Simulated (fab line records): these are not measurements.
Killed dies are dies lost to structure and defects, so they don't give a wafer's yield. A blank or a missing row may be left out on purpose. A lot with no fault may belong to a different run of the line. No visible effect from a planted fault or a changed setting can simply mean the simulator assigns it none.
fab line records | flow n5-finfet | part 1 of 2: steps 1 to 4 of 6
record: lots: 21 | wafers: 63 | last-day: 18
route steps=1938 shown FIN_CUT@175 STI_FIN_REVEAL@187 SD_EPI_N@274 SD_EPI_P@306
lots that met no fault: taken from a fault-free run of the same line
start-h: hours from the record's first day to the start of the lot's first wafer shown | wait-h: time in hours since the lot's previous step | " identical to the entry in the row above | L1.1+2: several wafers, shown together as one row | - value missing, or start not given | * or withheld: withheld | < > ~ a bound
route shown NAME@n: names a module that has steps shown in the file, with the first one's number in the route | usual: average and standard deviation across the fault-free wafers | same: alike in all rows | chamber/n: place in a boat | sites: readings site by site | _std_site: standard deviation of those values | _edge_site: the outer-site mean with the inner-site mean subtracted | radius-mm: how far each site lies from the wafer's centre | mask NAME#n: copy n | behind: tool/chamber where the wafer was last shaped | hold: why the lot went on hold/how many hours it stayed there/how the hold came to an end | device: the n, p or np transistor that did not switch | end of line: the route-end tests of the same wafers | where a step has no rows: the recipe by itself | killed: dies lost to structure and defects at the first sort, not the wafer's yield | map: per-die view of a wafer (x killed, . not killed, _ where there is no die)
set.NAME: the setting as run; set.NAME@STEP: as run at that earlier step | model.NAME: the simulator's own value behind a step, which no gauge read
steps of the route over a sample of lots; a table a step, a row a wafer
services: the hour from which a tool's chamber was out of use, counted from the record's first day as start-h (under 0 if before that day), plus the number of hours and why
== steps ==
step: N5_FIN_CUT_PRECLEAN_35
recipe: time-s: 13.3 | temp-c: 45 | pressure-torr: 125 | p-hf-torr: 3 | p-coreactant-torr: 25 | chemistry: vHF
usual: drypump-motor-current-A: 5.8/0.45 | foreline-p-Torr: 0.1280/0.00049
lot.wafer | tool          | chamber | start-h | wait-h | drypump-motor-current-A | foreline-p-Torr
L074.2    | vapor-etch-02 | 0       | 27.97   | 0.0    | 6.3                     | 0.1299
L074.5    | "             | 0       | "       | "      | 6.2                     | 0.1284
L074.6    | "             | 1       | "       | "      | 6.0                     | 0.1285
L075.2    | vapor-etch-02 | 0       | 32.99   | 0.0    | 6.3                     | 0.1283
L075.3    | "             | 0       | "       | "      | 6.3                     | 0.1278
L075.5    | "             | 0       | "       | "      | 6.3                     | 0.1287
L077.1    | vapor-etch-02 | 1       | 45.69   | 0.0    | 6.0                     | 0.1278
L077.2    | "             | 0       | "       | "      | 6.2                     | 0.1283
L077.5    | "             | 0       | "       | "      | 6.2                     | 0.1282
L078.1    | vapor-etch-02 | 0       | 51.36   | 0.0    | 6.3                     | 0.1270
L078.4    | "             | 0       | "       | "      | 6.3                     | 0.1268
L078.6    | "             | 1       | "       | "      | 6.0                     | 0.1277
L079.2    | vapor-etch-01 | 1       | 59.85   | 0.0    | 5.1                     | 0.1282
L079.3    | "             | 0       | "       | "      | 5.6                     | 0.1285
L079.4    | "             | 1       | "       | "      | 5.0                     | 0.1282
L080.1    | vapor-etch-02 | 1       | 68.10   | 0.0    | 6.0                     | 0.1280
L080.3    | "             | 0       | "       | "      | 6.3                     | 0.1284
L080.4    | "             | 1       | "       | "      | 6.0                     | 0.1285
L081.2    | vapor-etch-01 | 1       | 70.33   | 0.0    | 5.0                     | 0.1285
L081.5    | "             | 1       | "       | "      | 5.0                     | 0.1284
L081.6    | "             | 0       | "       | "      | 5.6                     | 0.1284
L082.1    | vapor-etch-02 | 0       | 76.04   | 0.0    | 6.2                     | 0.1271
L082.5    | "             | 1       | "       | "      | 6.0                     | 0.1276
L082.6    | "             | 0       | "       | "      | 6.2                     | 0.1272
L083.1    | vapor-etch-02 | 0       | 82.37   | 0.0    | 6.3                     | 0.1278
L083.3    | "             | 1       | "       | "      | 6.0                     | 0.1280
L083.4    | "             | 0       | "       | "      | 6.3                     | 0.1286
L084.1    | vapor-etch-02 | 1       | 87.91   | 0.1    | 6.0                     | 0.1285
L084.3    | "             | 1       | "       | "      | 6.0                     | 0.1281
L084.6    | "             | 0       | "       | "      | 6.3                     | 0.1282
L085.1    | vapor-etch-01 | 0       | 96.47   | 0.0    | 5.6                     | 0.1279
L085.3    | "             | 1       | "       | "      | 5.0                     | 0.1282
L085.6    | "             | 0       | "       | "      | 5.6                     | 0.1276
L086.3    | vapor-etch-02 | 0       | 101.59  | 0.1    | 6.2                     | 0.1286
L086.4    | "             | 1       | "       | "      | 6.0                     | 0.1276
L086.5    | "             | 0       | "       | "      | 6.2                     | 0.1277
L087.1    | vapor-etch-02 | 0       | 108.25  | 0.0    | 6.3                     | 0.1279
L087.4    | "             | 0       | "       | "      | 6.3                     | 0.1263
L087.5    | "             | 1       | "       | "      | 6.0                     | 0.1279
L088.1    | vapor-etch-01 | 1       | 112.24  | 0.0    | 5.1                     | 0.1282
L088.3    | "             | 0       | "       | "      | 5.6                     | 0.1281
L088.6    | "             | 0       | "       | "      | 5.6                     | 0.1278
L089.1    | vapor-etch-02 | 0       | 117.87  | 0.0    | 6.2                     | 0.1277
L089.3    | "             | 0       | "       | "      | 6.2                     | 0.1277
L089.5    | "             | 0       | "       | "      | 6.2                     | 0.1279
L090.2    | vapor-etch-01 | 0       | 123.75  | 0.0    | 5.6                     | 0.1280
L090.4    | "             | 0       | "       | "      | 5.6                     | 0.1282
L090.6    | "             | 1       | "       | "      | 5.0                     | 0.1275
L091.1    | vapor-etch-01 | 0       | 130.13  | 0.0    | 5.6                     | 0.1277
L091.5    | "             | 1       | "       | "      | 5.0                     | 0.1283
L091.6    | "             | 0       | "       | "      | 5.6                     | 0.1277
L092.4    | vapor-etch-02 | 0       | 136.24  | 0.1    | 6.3                     | 0.1283
L092.5    | "             | 1       | "       | "      | 6.0                     | 0.1280
L092.6    | "             | 0       | "       | "      | 6.3                     | 0.1273
L093.2    | vapor-etch-01 | 1       | 142.97  | 0.0    | 5.0                     | 0.1283
L093.4    | "             | 0       | "       | "      | 5.6                     | 0.1277
L093.5    | "             | 1       | "       | "      | 5.0                     | 0.1286
L094.2    | vapor-etch-02 | 1       | 148.46  | 0.0    | 6.0                     | 0.1281
L094.4    | "             | 1       | "       | "      | 6.0                     | 0.1279
L094.6    | "             | 1       | "       | "      | 6.0                     | 0.1279
L097.4    | vapor-etch-01 | 0       | 165.83  | 0.0    | 5.6                     | 0.1279
L097.5    | "             | 1       | "       | "      | 5.0                     | 0.1281
L097.6    | "             | 0       | "       | "      | 5.6                     | 0.1283
step: N5_STI_FIN_REVEAL_CMP_04
recipe: stop-on: Si3N4 | t-overpolish-s: 4 | down-force-psi: 2 | platen-rpm: 54.18 | post-cmp-clean: alkaline-brush | pad-velocity-m-s: 1.078 | target-thk-nm: 131.83
usual: motor-current-A: 8.6/0.62 | overpolish-run-s: 4.000/0.0084 | time-to-endpoint-s: 103/5.1
lot.wafer | tool   | chamber | start-h | wait-h | motor-current-A | overpolish-run-s | time-to-endpoint-s
L074.2    | cmp-02 | 0       | 34.22   | 0.1    | 8.1             | 4.005            | 102
L074.6    | "      | 2       | "       | "      | 9.1             | 4.008            | 99
L074.5    | "      | 3       | "       | "      | 9.4             | 4.001            | 100
L075.2    | cmp-02 | 1       | 39.07   | 0.0    | 9.1             | 4.009            | 96
L075.3    | "      | 3       | "       | "      | 8.8             | 3.988            | 97
L075.5    | "      | 2       | "       | "      | 9.4             | 3.990            | 97
L077.2    | cmp-01 | 0       | 51.85   | 0.0    | 8.2             | 4.013            | 104
L077.1    | "      | 1       | "       | "      | 8.9             | 4.010            | 105
L077.5    | "      | 0       | "       | "      | 8.1             | 4.002            | 101
L078.4    | cmp-01 | 2       | 57.43   | 0.0    | 7.8             | 3.999            | 106
L078.1    | "      | 3       | "       | "      | 8.4             | 3.990            | 112
L078.6    | "      | 3       | "       | "      | 8.0             | 3.995            | 115
L079.4    | cmp-02 | 0       | 65.72   | 0.0    | 8.3             | 4.005            | 104
L079.2    | "      | 1       | "       | "      | 9.1             | 3.986            | 95
L079.3    | "      | 2       | "       | "      | 9.0             | 4.001            | 100
L080.4    | cmp-03 | 0       | 73.62   | 0.1    | 7.6             | 4.000            | 115
L080.1    | "      | 1       | "       | "      | 8.8             | 3.997            | 105
L080.3    | "      | 2       | "       | "      | 8.4             | 3.992            | 109
L081.2    | cmp-01 | 1       | 76.96   | 0.2    | 8.8             | 3.989            | 110
L081.5    | "      | 2       | "       | "      | 8.1             | 3.996            | 104
L081.6    | "      | 3       | "       | "      | 8.1             | 4.003            | 110
L082.1    | cmp-02 | 2       | 81.96   | 0.1    | 9.7             | 4.004            | 98
L082.5    | "      | 3       | "       | "      | 9.4             | 4.001            | 104
L082.6    | "      | 0       | "       | "      | 7.6             | 3.997            | 104
L083.3    | cmp-02 | 1       | 87.92   | 0.1    | 9.1             | 3.989            | 97
L083.4    | "      | 2       | "       | "      | 9.6             | 4.012            | 98
L083.1    | "      | 3       | "       | "      | 9.0             | 4.007            | 100
L084.1    | cmp-01 | 1       | 94.65   | 0.0    | 8.5             | 4.004            | 105
L084.3    | "      | 3       | "       | "      | 8.2             | 4.011            | 108
L084.6    | "      | 2       | "       | "      | 7.9             | 4.000            | 101
L085.3    | cmp-02 | 0       | 102.71  | 0.1    | 8.6             | 3.997            | 106
L085.1    | "      | 1       | "       | "      | 9.5             | 4.005            | 100
L085.6    | "      | 3       | "       | "      | 9.0             | 4.000            | 97
L086.4    | cmp-01 | 2       | 107.13  | 0.1    | 7.8             | 3.997            | 100
L086.3    | "      | 3       | "       | "      | 8.1             | 4.006            | 107
L086.5    | "      | 0       | "       | "      | 8.2             | 4.007            | 103
L087.4    | cmp-03 | 3       | 113.85  | 0.0    | 9.3             | 3.993            | 104
L087.1    | "      | 1       | "       | "      | 9.0             | 3.999            | 102
L087.5    | "      | 3       | "       | "      | 9.4             | 4.009            | 109
L088.1    | cmp-02 | 3       | 117.78  | 0.1    | 8.7             | 3.997            | 91
L088.3    | "      | 0       | "       | "      | 7.9             | 4.004            | 102
L088.6    | "      | 2       | "       | "      | 9.3             | 4.000            | 97
L089.3    | cmp-02 | 2       | 123.63  | 0.1    | 9.0             | 3.993            | 97
L089.1    | "      | 0       | "       | "      | 7.6             | 3.997            | 104
L089.5    | "      | 2       | "       | "      | 9.6             | 3.989            | 98
L090.4    | cmp-01 | 1       | 129.32  | 0.0    | 9.0             | 3.978            | 103
L090.2    | "      | 3       | "       | "      | 8.2             | 4.000            | 105
L090.6    | "      | 2       | "       | "      | 7.8             | 4.001            | 97
L091.1    | cmp-03 | 0       | 135.73  | 0.1    | 7.4             | 3.999            | 112
L091.5    | "      | 3       | "       | "      | 9.1             | 3.989            | 102
L091.6    | "      | 0       | "       | "      | 7.4             | 3.996            | 115
L092.4    | cmp-02 | 3       | 141.72  | 0.0    | 8.8             | 3.985            | 97
L092.5    | "      | 3       | "       | "      | 9.3             | 4.004            | 95
L092.6    | "      | 0       | "       | "      | 8.0             | 3.996            | 103
L093.4    | cmp-01 | 1       | 148.50  | 0.1    | 8.8             | 3.997            | 103
L093.2    | "      | 2       | "       | "      | 7.8             | 4.005            | 99
L093.5    | "      | 1       | "       | "      | 8.6             | 4.001            | 101
L094.2    | cmp-02 | 2       | 154.00  | 0.1    | 8.9             | 3.989            | 101
L094.4    | "      | 3       | "       | "      | 8.5             | 4.010            | 99
L094.6    | "      | 2       | "       | "      | 8.9             | 4.005            | 101
L097.4    | cmp-02 | 1       | 171.39  | 0.1    | 9.3             | 4.006            | 96
L097.5    | "      | 3       | "       | "      | 8.9             | 3.993            | 97
L097.6    | "      | 0       | "       | "      | 8.4             | 3.980            | 107
step: N5_STI_FIN_REVEAL_DENSIFY_30
recipe: temp-c: * | time-s: * | ambient: N2 | idle-temp-c: 600 | ramp-up-c-per-s: 150 | ramp-down-c-per-s: 60 | cool-to-c: 600
usual: lamp-power-pct: 11.53/0.05 | lamp_zone_2_pct: 11.528/0.016 | wafer_temp_C_max: *
lot.wafer | tool          | chamber | start-h | wait-h | lamp-power-pct | lamp_zone_2_pct | wafer_temp_C_max
L074.2    | rtp-anneal-02 | 0       | 34.49   | 0.1    | 11.63          | 11.513          | *
L074.5    | "             | 0       | "       | "      | 11.52          | 11.521          | *
L074.6    | "             | 0       | "       | "      | 11.55          | 11.515          | *
L075.2    | rtp-anneal-02 | 0       | 39.42   | 0.1    | 11.47          | 11.527          | *
L075.3    | "             | 0       | "       | "      | 11.55          | 11.543          | *
L075.5    | "             | 0       | "       | "      | 11.52          | 11.538          | *
L077.1    | rtp-anneal-01 | 0       | 52.33   | 0.2    | 11.52          | 11.540          | *
L077.2    | "             | 0       | "       | "      | 11.57          | 11.556          | *
L077.5    | "             | 0       | "       | "      | 11.47          | 11.502          | *
L078.1    | rtp-anneal-01 | 0       | 57.75   | 0.0    | 11.53          | 11.532          | *
L078.4    | "             | 0       | "       | "      | 11.53          | 11.531          | *
L078.6    | "             | 0       | "       | "      | 11.58          | 11.526          | *
L079.2    | rtp-anneal-01 | 0       | 66.07   | 0.1    | 11.46          | 11.525          | *
L079.3    | "             | 0       | "       | "      | 11.56          | 11.514          | *
L079.4    | "             | 0       | "       | "      | 11.45          | 11.541          | *
L080.1    | rtp-anneal-02 | 0       | 73.94   | 0.0    | 11.49          | 11.507          | *
L080.3    | "             | 0       | "       | "      | 11.51          | 11.548          | *
L080.4    | "             | 0       | "       | "      | 11.51          | 11.535          | *
L081.2    | rtp-anneal-02 | 0       | 77.19   | 0.1    | 11.61          | 11.538          | *
L081.5    | "             | 0       | "       | "      | 11.63          | 11.562          | *
L081.6    | "             | 0       | "       | "      | 11.49          | 11.538          | *
L082.1    | rtp-anneal-01 | 0       | 82.21   | 0.1    | 11.59          | 11.505          | *
L082.5    | "             | 0       | "       | "      | 11.50          | 11.539          | *
L082.6    | "             | 0       | "       | "      | 11.51          | 11.506          | *
L083.1    | rtp-anneal-01 | 0       | 88.20   | 0.0    | 11.59          | 11.521          | *
L083.3    | "             | 0       | "       | "      | 11.57          | 11.528          | *
L083.4    | "             | 0       | "       | "      | 11.48          | 11.531          | *
L084.1    | rtp-anneal-02 | 0       | 94.97   | 0.0    | 11.47          | 11.489          | *
L084.3    | "             | 0       | "       | "      | 11.52          | 11.545          | *
L084.6    | "             | 0       | "       | "      | 11.61          | 11.531          | *
L085.1    | rtp-anneal-02 | 0       | 103.07  | 0.1    | 11.51          | 11.557          | *
L085.3    | "             | 0       | "       | "      | 11.46          | 11.528          | *
L085.6    | "             | 0       | "       | "      | 11.48          | 11.502          | *
L086.3    | rtp-anneal-01 | 0       | 107.44  | 0.1    | 11.46          | 11.535          | *
L086.4    | "             | 0       | "       | "      | 11.51          | 11.540          | *
L086.5    | "             | 0       | "       | "      | 11.51          | 11.535          | *
L087.1    | rtp-anneal-01 | 0       | 114.19  | 0.0    | 11.51          | 11.526          | *
L087.4    | "             | 0       | "       | "      | 11.55          | 11.490          | *
L087.5    | "             | 0       | "       | "      | 11.60          | 11.517          | *
L088.1    | rtp-anneal-02 | 0       | 118.06  | 0.0    | 11.40          | 11.530          | *
L088.3    | "             | 0       | "       | "      | 11.53          | 11.533          | *
L088.6    | "             | 0       | "       | "      | 11.44          | 11.529          | *
L089.1    | rtp-anneal-01 | 0       | 124.12  | 0.2    | 11.55          | 11.523          | *
L089.3    | "             | 0       | "       | "      | 11.60          | 11.518          | *
L089.5    | "             | 0       | "       | "      | 11.55          | 11.519          | *
L090.2    | rtp-anneal-01 | 0       | 129.82  | 0.2    | 11.55          | 11.524          | *
L090.4    | "             | 0       | "       | "      | 11.54          | 11.537          | *
L090.6    | "             | 0       | "       | "      | 11.53          | 11.535          | *
L091.1    | rtp-anneal-02 | 0       | 136.01  | 0.0    | 11.44          | 11.506          | *
L091.5    | "             | 0       | "       | "      | 11.50          | 11.531          | *
L091.6    | "             | 0       | "       | "      | 11.57          | 11.519          | *
L092.4    | rtp-anneal-01 | 0       | 142.13  | 0.1    | 11.51          | 11.518          | *
L092.5    | "             | 0       | "       | "      | 11.63          | 11.533          | *
L092.6    | "             | 0       | "       | "      | 11.53          | 11.523          | *
L093.2    | rtp-anneal-01 | 0       | 148.83  | 0.1    | 11.45          | 11.523          | *
L093.4    | "             | 0       | "       | "      | 11.58          | 11.526          | *
L093.5    | "             | 0       | "       | "      | 11.52          | 11.558          | *
L094.2    | rtp-anneal-02 | 0       | 154.31  | 0.1    | 11.48          | 11.532          | *
L094.4    | "             | 0       | "       | "      | 11.48          | 11.529          | *
L094.6    | "             | 0       | "       | "      | 11.58          | 11.528          | *
L097.4    | rtp-anneal-01 | 0       | 171.72  | 0.1    | 11.45          | 11.531          | *
L097.5    | "             | 0       | "       | "      | 11.62          | 11.541          | *
L097.6    | "             | 0       | "       | "      | 11.63          | 11.558          | *
step: N5_SD_EPI_N_ETCH_34
recipe: chemistry: CF4 | target: SiARC | target-depth-a: 455 | mask-material: CAR-ArF-block | time-s: 75.8 | ion-energy-ev: 80 | pressure-mtorr: 40 | source-w: 545 | bias-w: 36 | Ar_flow_sccm: 100 | cf4-flow-sccm: 100 | ends: cleared
usual: bias-w: 36.01/0.095 | drypump-motor-current-A: 5.9/0.5 | etch-rf-on-time-s: 75.3/1.8 | oes-product-au: 0.66/0.074 | rf-vpp-V: 184.3/1.3 | showerhead-plenum-p-Torr: 2.17/0.078 | throttle-valve-pct: 15.55/0.23
lot.wafer | tool        | chamber | start-h | wait-h | bias-w | drypump-motor-current-A | etch-rf-on-time-s | oes-product-au | rf-hours-counter-h | rf-vpp-V | showerhead-plenum-p-Torr | throttle-valve-pct
L074.2    | rie-diel-05 | 0       | 50.62   | 0.0    | 35.89  | 5.6                     | 75.6              | 0.60           | 202                | 184.1    | 2.22                     | 15.89
L074.5    | "           | 1       | "       | "      | 35.84  | 6.5                     | 76.2              | 0.63           | -                  | 184.3    | 2.13                     | 15.22
L074.6    | "           | 2       | "       | "      | 36.16  | 5.6                     | 75.9              | 0.64           | -                  | 186.5    | 2.23                     | 15.72
L075.2    | rie-diel-01 | 3       | 54.15   | 0.0    | 35.89  | 5.1                     | 73.6              | 0.81           | 11                 | 183.0    | 2.12                     | 15.29
L075.3    | "           | 0       | "       | "      | 36.08  | 6.8                     | 77.3              | 0.66           | 125                | 184.6    | 2.16                     | 15.66
L075.5    | "           | 3       | "       | "      | 35.88  | 5.1                     | 73.9              | 0.81           | -                  | 183.2    | 2.12                     | 15.29
L077.1    | rie-diel-02 | 3       | 67.67   | 0.0    | 36.14  | 6.0                     | 77.0              | 0.58           | 249                | 180.9    | 2.04                     | 16.02
L077.2    | "           | 0       | "       | "      | 36.06  | 6.3                     | 75.8              | 0.64           | 162                | 183.4    | 2.23                     | 15.33
L077.5    | "           | 0       | "       | "      | 35.97  | 6.2                     | 76.1              | 0.63           | -                  | 184.8    | 2.23                     | 15.34
L078.1    | rie-diel-01 | 0       | 72.89   | 0.0    | 35.97  | 6.8                     | 77.8              | 0.64           | 132                | 185.5    | 2.16                     | 15.67
L078.4    | "           | 1       | "       | "      | 35.98  | 6.2                     | 73.4              | 0.74           | 57                 | 184.2    | 2.26                     | 15.47
L078.6    | "           | 3       | "       | "      | 36.02  | 5.1                     | 74.5              | 0.77           | -                  | 184.2    | 2.12                     | 15.30
L079.2    | rie-diel-02 | 2       | 81.01   | 0.0    | 36.03  | 5.7                     | 74.6              | 0.73           | 46                 | 185.2    | 2.16                     | 15.43
L079.3    | "           | 0       | "       | "      | 36.02  | 6.2                     | 76.0              | 0.63           | 168                | 184.7    | 2.23                     | 15.34
L079.4    | "           | 2       | "       | "      | 36.09  | 5.7                     | 74.0              | 0.74           | -                  | 183.1    | 2.16                     | 15.40
L080.1    | rie-diel-05 | 0       | 89.71   | 0.0    | 36.16  | 5.6                     | 75.2              | 0.61           | 212                | 184.3    | 2.21                     | 15.92
L080.3    | "           | 1       | "       | "      | 35.89  | 6.5                     | 76.4              | 0.62           | 172                | 184.4    | 2.12                     | 15.22
L080.4    | "           | 3       | "       | "      | 35.93  | 6.2                     | 71.7              | 0.63           | 204                | 182.6    | 2.04                     | 15.58
L081.2    | rie-diel-02 | 3       | 92.62   | 0.0    | 35.89  | 6.0                     | 74.5              | 0.86           | 0                  | 185.8    | 2.30                     | 15.56
L081.5    | "           | 2       | "       | "      | 35.91  | 5.7                     | 74.3              | 0.74           | -                  | 183.8    | 2.16                     | 15.45
L081.6    | "           | 3       | "       | "      | 35.80  | 6.0                     | 74.2              | 0.87           | -                  | 185.9    | 2.30                     | 15.57
L082.1    | rie-diel-05 | 1       | 96.91   | 0.0    | 35.97  | 6.5                     | 76.7              | 0.63           | 174                | 184.5    | 2.12                     | 15.24
L082.5    | "           | 0       | "       | "      | 36.04  | 5.6                     | 76.0              | 0.60           | -                  | 185.1    | 2.21                     | 15.91
L082.6    | "           | 1       | "       | "      | 35.91  | 6.5                     | 76.2              | 0.62           | -                  | 183.0    | 2.12                     | 15.26
L083.1    | rie-diel-05 | 0       | 105.77  | 0.0    | 35.90  | 5.6                     | 76.2              | 0.59           | 217                | 185.4    | 2.21                     | 15.92
L083.3    | "           | 3       | "       | "      | 35.92  | 6.2                     | 71.0              | 0.64           | 209                | 182.8    | 2.04                     | 15.57
L083.4    | "           | 2       | "       | "      | 35.91  | 5.6                     | 76.9              | 0.62           | 165                | 184.9    | 2.22                     | 15.78
L084.1    | rie-diel-05 | 1       | 111.01  | 0.0    | 36.05  | 6.5                     | 76.0              | 0.62           | 179                | 182.9    | 2.12                     | 15.25
L084.3    | "           | 3       | "       | "      | 36.03  | 6.2                     | 70.7              | 0.64           | 211                | 182.6    | 2.04                     | 15.59
L084.6    | "           | 0       | "       | "      | 36.06  | 5.7                     | 76.6              | 0.59           | -                  | 185.4    | 2.21                     | 15.93
L085.1    | rie-diel-02 | 3       | 117.67  | 0.0    | 36.02  | 6.0                     | 73.6              | 0.82           | 13                 | 186.3    | 2.29                     | 15.60
L085.3    | "           | 2       | "       | "      | 36.01  | 5.7                     | 73.9              | 0.72           | 63                 | 184.1    | 2.16                     | 15.44
L085.6    | "           | 0       | "       | "      | 36.07  | 6.2                     | 75.4              | 0.62           | -                  | 186.0    | 2.22                     | 15.39
L086.3    | rie-diel-02 | 3       | 124.29  | 0.0    | 36.02  | 6.0                     | 73.9              | 0.82           | 15                 | 184.8    | 2.29                     | 15.61
L086.4    | "           | 2       | "       | "      | 35.85  | 5.7                     | 73.4              | 0.71           | 66                 | 185.4    | 2.16                     | 15.47
L086.5    | "           | 3       | "       | "      | 36.08  | 6.0                     | 73.2              | 0.83           | -                  | 185.0    | 2.29                     | 15.61
L087.1    | rie-diel-05 | 2       | 128.72  | 0.0    | 35.94  | 5.6                     | 77.4              | 0.62           | 170                | 186.0    | 2.22                     | 15.78
L087.4    | "           | 3       | "       | "      | 36.19  | 6.2                     | 72.1              | 0.62           | 218                | 182.9    | 2.04                     | 15.61
L087.5    | "           | 3       | "       | "      | 36.03  | 6.2                     | 72.0              | 0.63           | -                  | 182.9    | 2.04                     | 15.59
L088.1    | rie-diel-05 | 3       | 134.79  | 0.0    | 35.98  | 6.2                     | 72.3              | 0.62           | 220                | 182.4    | 2.04                     | 15.60
L088.3    | "           | 1       | "       | "      | 36.06  | 6.5                     | 76.1              | 0.61           | 187                | 185.6    | 2.12                     | 15.26
L088.6    | "           | 3       | "       | "      | 35.92  | 6.2                     | 72.1              | 0.62           | -                  | 181.0    | 2.04                     | 15.59
L089.1    | rie-diel-05 | 1       | 139.71  | 0.0    | 36.11  | 6.5                     | 75.9              | 0.62           | 189                | 182.4    | 2.12                     | 15.27
L089.3    | "           | 2       | "       | "      | 35.92  | 5.6                     | 77.2              | 0.62           | 174                | 183.9    | 2.22                     | 15.79
L089.5    | "           | 1       | "       | "      | 36.03  | 6.5                     | 76.3              | 0.62           | -                  | 184.6    | 2.12                     | 15.27
L090.2    | rie-diel-01 | 3       | 145.95  | 0.0    | 36.06  | 5.1                     | 73.0              | 0.75           | 42                 | 183.0    | 2.11                     | 15.36
L090.4    | "           | 1       | "       | "      | 35.95  | 6.1                     | 73.3              | 0.72           | 81                 | 185.5    | 2.25                     | 15.52
L090.6    | "           | 3       | "       | "      | 36.02  | 5.1                     | 73.4              | 0.75           | -                  | 182.6    | 2.11                     | 15.34
L091.1    | rie-diel-01 | 3       | 152.08  | 0.0    | 36.05  | 5.1                     | 73.5              | 0.75           | 44                 | 183.2    | 2.11                     | 15.35
L091.5    | "           | 1       | "       | "      | 36.02  | 6.2                     | 73.5              | 0.71           | -                  | 186.4    | 2.25                     | 15.52
L091.6    | "           | 0       | "       | "      | 35.99  | 6.8                     | 78.3              | 0.63           | -                  | 185.8    | 2.15                     | 15.72
L092.4    | rie-diel-01 | 3       | 156.55  | 0.0    | 36.16  | 5.1                     | 73.8              | 0.75           | 45                 | 184.8    | 2.11                     | 15.36
L092.5    | "           | 3       | "       | "      | 35.97  | 5.1                     | 73.7              | 0.74           | -                  | 182.7    | 2.11                     | 15.36
L092.6    | "           | 2       | "       | "      | 36.18  | 4.9                     | 77.8              | 0.60           | -                  | 185.4    | 2.04                     | 15.60
L093.2    | rie-diel-02 | 0       | 163.32  | 0.0    | 36.09  | 6.2                     | 74.9              | 0.61           | 200                | 184.8    | 2.22                     | 15.42
L093.4    | "           | 2       | "       | "      | 36.06  | 5.6                     | 74.3              | 0.70           | 80                 | 184.7    | 2.15                     | 15.50
L093.5    | "           | 3       | "       | "      | 36.02  | 6.0                     | 73.9              | 0.79           | -                  | 186.6    | 2.29                     | 15.63
L094.2    | rie-diel-02 | 0       | 169.14  | 0.0    | 36.19  | 6.3                     | 74.7              | 0.61           | 202                | 183.7    | 2.22                     | 15.41
L094.4    | "           | 3       | "       | "      | 35.94  | 6.0                     | 74.1              | 0.79           | 30                 | 185.9    | 2.29                     | 15.62
L094.6    | "           | 1       | "       | "      | 35.89  | 6.5                     | 76.5              | 0.79           | -                  | 186.1    | 2.28                     | 15.24
L097.4    | rie-diel-02 | 2       | 190.26  | 0.0    | 36.02  | 5.7                     | 74.6              | 0.69           | -                  | 186.1    | 2.15                     | 15.52
L097.5    | "           | 1       | "       | "      | 36.22  | 6.6                     | 75.4              | 0.78           | -                  | 185.5    | 2.28                     | 15.27
L097.6    | "           | 0       | "       | "      | 36.02  | 6.2                     | 74.9              | 0.61           | -                  | 185.6    | 2.21                     | 15.43
